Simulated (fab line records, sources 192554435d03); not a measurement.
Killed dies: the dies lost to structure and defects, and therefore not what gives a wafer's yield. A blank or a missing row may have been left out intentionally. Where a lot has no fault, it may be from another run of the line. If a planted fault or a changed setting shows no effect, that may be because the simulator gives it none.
Which tool is to blame?	flow n5 finfet	9 lots, 25 wafers sampled, at 6 steps of a route of 1938

## WHAT EACH GAUGE READ, for each wafer
N5_BEOL_M4_RC_MEAS_101. Usual: DIBL_N 36.2 mV/V, standard deviation 1.6; DIBL_P 36.5 mV/V, standard deviation 1.9; IOFF_N 0.158 nA/um, standard deviation 0.027; IOFF_P 0.21 nA/um, standard deviation 0.038; ION_N 675 uA/um, standard deviation 12; ION_P 464 uA/um, standard deviation 8.9; SS_N 71.5 mV/dec, standard deviation 0.61; SS_P 73.4 mV/dec, standard deviation 0.59; VT_N 250.4 mV, standard deviation 3; VT_P -250 mV, standard deviation 3.6.
lot	measured	on	DIBL_N (mV/V)	DIBL_P (mV/V)	IOFF_N (nA/um)	IOFF_P (nA/um)	ION_N (uA/um)	ION_P (uA/um)	SS_N (mV/dec)	SS_P (mV/dec)	VT_N (mV)	VT_P (mV)	flag
L506	day 8 02:20	prober-01	35.1 34.4 34.1	35.1 34.7 33.3	0.140 0.130 0.114	0.18 0.18 0.16	670 663 656	458 461 449	71.4 70.9 71.2	73.4 73.1 72.0	250.7 255.0 254.7	-254 -254 -255	
L508	day 8 18:03	prober-02	34.7 36.7 35.4	34.0 37.3 35.1	0.134 0.164 0.147	0.16 0.21 0.17	658 661 650	450 457 446	70.6 71.9 71.8	72.6 73.3 72.7	253.2 253.0 254.2	-257 -250 -256	
L510	day 9 10:29	prober-01	37.8 38.4 39.3	37.8 38.4 39.3	0.168 0.180 0.192	0.21 0.22 0.24	684 689 680	461 461 463	72.0 71.5 71.3	73.6 74.4 74.3	253.7 249.0 251.1	-250 -250 -253	
L511	day 9 19:01	prober-01	34.9 34.2 36.7	34.8 34.6 37.9	0.129 0.121 0.165	0.20 0.19 0.25	673 665 685	465 461 474	71.5 71.3 72.1	73.4 72.7 73.2	255.7 254.4 248.9	-249 -251 -245	
L514	day 10 01:27	prober-01	35.0 35.1 34.2	35.7 35.6 33.3	0.139 0.144 0.128	0.19 0.20 0.17	672 683 671	468 468 462	71.4 71.3 70.5	73.3 72.9 73.1	252.1 252.2 254.2	-252 -251 -252	
L516	day 11 11:46	prober-02	34.4 37.1 36.1	33.6 37.9 35.3	0.128 0.175 0.154	0.15 0.22 0.17	658 672 674	446 456 456	70.3 71.5 71.2	72.3 74.1 72.9	251.3 248.8 248.4	-258 -250 -251	
L520	day 12 12:49	prober-02	36.2 35.3	35.3 34.9	0.141 0.142	0.18 0.18	677 668	464 460	70.7 71.1	73.0 72.6	250.3 249.4	-253 -252	
L521	day 12 15:55	prober-01	36.6 35.2	37.1 36.7	0.172 0.142	0.21 0.20	666 673	463 462	72.4 71.5	72.5 73.6	249.4 252.4	-252 -253	
L527	day 14 01:01	prober-01	38.4 36.2 36.0	38.9 36.3 35.3	0.223 0.157 0.158	0.30 0.23 0.21	690 666 675	478 461 461	73.0 71.9 71.6	74.6 73.7 72.9	246.9 252.2 252.8	-245 -248 -252	

N5_BEOL_M12_CD_MEAS_10 targets a cd of 140 nm. Usual: cd nm at 140.1 nm, with a standard deviation of 1.7.
lot	measured	on	cd nm (nm)	flag
L506	day 10 20:28	cd sem-03	140.7 139.1 139.2	
L508	day 11 14:34	cd sem-01	139.9 140.6 139.1	
L510	day 12 09:23	cd sem-02	141.4 138.8 137.1	
L511	day 12 17:14	cd sem-01	141.2 139.6 141.2	
L514	day 13 11:00	cd sem-02	137.9 138.4 137.9	
L516	day 14 11:35	cd sem-02	137.9 137.8 141.3	
L520	day 15 10:41	cd sem-01	121.1 119.2	OFF
L521	day 15 10:25	cd sem-02	121.5 140.7	OFF
L527	day 16 21:23	cd sem-01	139.9 136.9 136.9	

N5_BEOL_M12_CD_MEAS_28 targets a cd of 160.2 nm. Usual: cd nm at 160.4 nm, with a standard deviation of 1.2.
lot	measured	on	cd nm (nm)	flag
L506	day 10 21:30	cd sem-03	160.4 158.4 160.1	
L508	day 11 15:28	cd sem-03	159.7 160.0 158.6	
L510	day 12 10:25	cd sem-02	161.2 162.0 160.8	
L511	day 12 18:35	cd sem-02	161.0 161.6 162.0	
L514	day 13 12:19	cd sem-01	160.4 163.4 159.8	
L516	day 14 12:54	cd sem-01	161.0 159.5 160.7	
L520	day 15 11:59	cd sem-01	161.0 158.2	
L521	day 15 11:40	cd sem-01	161.3 161.3	
L527	day 16 22:17	cd sem-03	160.9 158.5 157.0	

## EACH LOT AND THE TOOL THAT RAN IT (in order: tool; ch and the chambers of the sampled wafers; start)
lot	N5_BEOL_M11_STRIP_36	N5_BEOL_M12_EXPOSE_07	N5_BEOL_M12_ETCH_59
L506	rie diel-01 ch 0,3, day 10 17:10	krf scanner-01 ch 0, day 10 20:17	rie diel-04 ch 1,2, day 10 20:35
L508	rie diel-03 ch 0,3, day 11 09:11	krf scanner-02 ch 0, day 11 14:23	rie diel-02 ch 0,1,3, day 11 14:41
L510	rie diel-06 ch 0,2,3, day 12 06:02	krf scanner-01 ch 0, day 12 09:13	rie diel-04 ch 0,3, day 12 09:30
L511	rie diel-06 ch 0,1,3, day 12 14:17	krf scanner-02 ch 0, day 12 17:04	rie diel-04 ch 0,2, day 12 17:40
L514	rie diel-03 ch 2,3, day 13 06:41	krf scanner-02 ch 0, day 13 10:50	rie diel-05 ch 2,3, day 13 11:24
L516	rie diel-06 ch 0,3, day 14 07:40	krf scanner-01 ch 0, day 14 11:25	rie diel-02 ch 0,1,2, day 14 11:56
L520	rie diel-03 ch 1,3, day 15 06:04	krf scanner-02 ch 0, day 15 10:31	rie diel-02 ch 1,2, day 15 11:04
L521	rie diel-06 ch 2,3, day 15 05:55	krf scanner-02 ch 0, day 15 10:15	rie diel-02 ch 2,3, day 15 10:46
L527	rie diel-06 ch 0,1,2, day 16 17:56	krf scanner-01 ch 0, day 16 21:13	rie diel-05 ch 0,1, day 16 21:30
- N5_BEOL_M11_STRIP_36: strips in N2/H2.
- N5_BEOL_M12_EXPOSE_07: exposes mask V11.
- N5_BEOL_M12_ETCH_59: etches BARC in N2/H2, target depth 89 nm, overetch 26.7 nm, time 67.9 s.

## AS READ BY THE TOOLS THEMSELVES (means over the sampled wafers that have a number; for cases with no such wafer, the mark the record gives instead)
N5_BEOL_M11_STRIP_36. Usual: drypump motor current A 5.7 A, standard deviation 0.57; oes product au 0.80 a.u., standard deviation 0.087; rf vpp V 59.4 V, standard deviation 1.9; showerhead plenum p Torr 2.53 Torr, standard deviation 0.082; throttle valve pct 23.54 %, standard deviation 0.23.
lot	tool	drypump motor current A (A)	oes product au (a.u.)	rf vpp V (V)	showerhead plenum p Torr (Torr)	throttle valve pct (%)	flag
L506	rie diel-01	5.4	0.75	60.2	2.50	23.99	
L508	rie diel-03	6.2	0.87	62.4	2.61	23.68	
L510	rie diel-06	5.7	0.79	58.1	2.51	23.45	
L511	rie diel-06	5.7	0.74	58.8	2.51	23.50	
L514	rie diel-03	6.2	0.83	60.9	2.52	23.42	
L516	rie diel-06	5.9	0.74	59.3	2.56	23.49	
L520	rie diel-03	5.6	0.89	59.2	2.59	23.58	
L521	rie diel-06	5.3	0.79	59.0	2.55	23.39	
L527	rie diel-06	5.4	0.83	58.1	2.44	23.40	

N5_BEOL_M12_EXPOSE_07. Usual: exposure dose mJ cm2 at 32.69, with a standard deviation of 0.22.
lot	tool	exposure dose mJ cm2	flag
L506	krf scanner-01	32.50	
L508	krf scanner-02	32.93	
L510	krf scanner-01	32.51	
L511	krf scanner-02	32.90	
L514	krf scanner-02	32.93	
L516	krf scanner-01	32.48	
L520	krf scanner-02	32.91	
L521	krf scanner-02	32.98	
L527	krf scanner-01	32.50	

N5_BEOL_M12_ETCH_59. Usual: bias w 150.1 W, standard deviation 0.45; drypump motor current A 5.7 A, standard deviation 0.41; oes product au 0.70 a.u., standard deviation 0.062; rf vpp V 524.1 V, standard deviation 2.4; showerhead plenum p Torr 2.55 Torr, standard deviation 0.088; throttle valve pct 17.75 %, standard deviation 0.2.
lot	tool	bias w (W)	drypump motor current A (A)	oes product au (a.u.)	rf vpp V (V)	showerhead plenum p Torr (Torr)	throttle valve pct (%)	flag
L506	rie diel-04	150.2	5.5	0.77	523.5	2.56	17.66	
L508	rie diel-02	150.5	5.6	0.68	523.4	2.52	17.76	
L510	rie diel-04	150.1	6.1	0.65	525.0	2.56	17.72	
L511	rie diel-04	150.0	5.6	0.79	522.4	2.48	17.47	
L514	rie diel-05	150.2	6.1	0.75	527.2	2.65	17.92	
L516	rie diel-02	150.5	5.7	0.65	523.9	2.54	17.80	
L520	rie diel-02	150.0	5.7	0.68	526.1	2.60	17.77	
L521	rie diel-02	150.3	6.0	0.68	526.0	2.60	17.64	
L527	rie diel-05	150.1	5.7	0.67	521.5	2.45	17.98	

## THE ANSWER, worked out from the rows above alone
Rule: take the mean of a lot's wafers that have a number; if it is more than 3 standard deviations from the usual mean, the lot is off. Also off: a lot with no number at a reading for which 4 or more lots have one. Where the step has rows for the other lots, those lots are counted as sound. Order of review: gauges by route order, followed by the tools' own readings, for which a lot's mean as printed above is used. At the first step where some lot is off, the reading lying furthest off is the one used; lots without a number count as furthest.
Off: L520, L521, at N5_BEOL_M12_CD_MEAS_10 (cd nm).
If a tool, at a process step before that reading, ran all the lots that are off and no sound lot after the first of them, it fits. Those tools and the gauges at N5_BEOL_M12_CD_MEAS_10 are tried in the same way. One fits: krf scanner-02 at N5_BEOL_M12_EXPOSE_07. A fault onset in the window from L514 (day 13 10:50, its last sound lot) to L521 (day 15 10:15, its first lot off) fits.

## WHAT HAD BEEN PUT IN BY THE SIMULATOR
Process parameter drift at N5_BEOL_M12_EXPOSE_07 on krf scanner-02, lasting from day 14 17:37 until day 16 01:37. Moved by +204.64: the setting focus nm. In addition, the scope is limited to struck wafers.
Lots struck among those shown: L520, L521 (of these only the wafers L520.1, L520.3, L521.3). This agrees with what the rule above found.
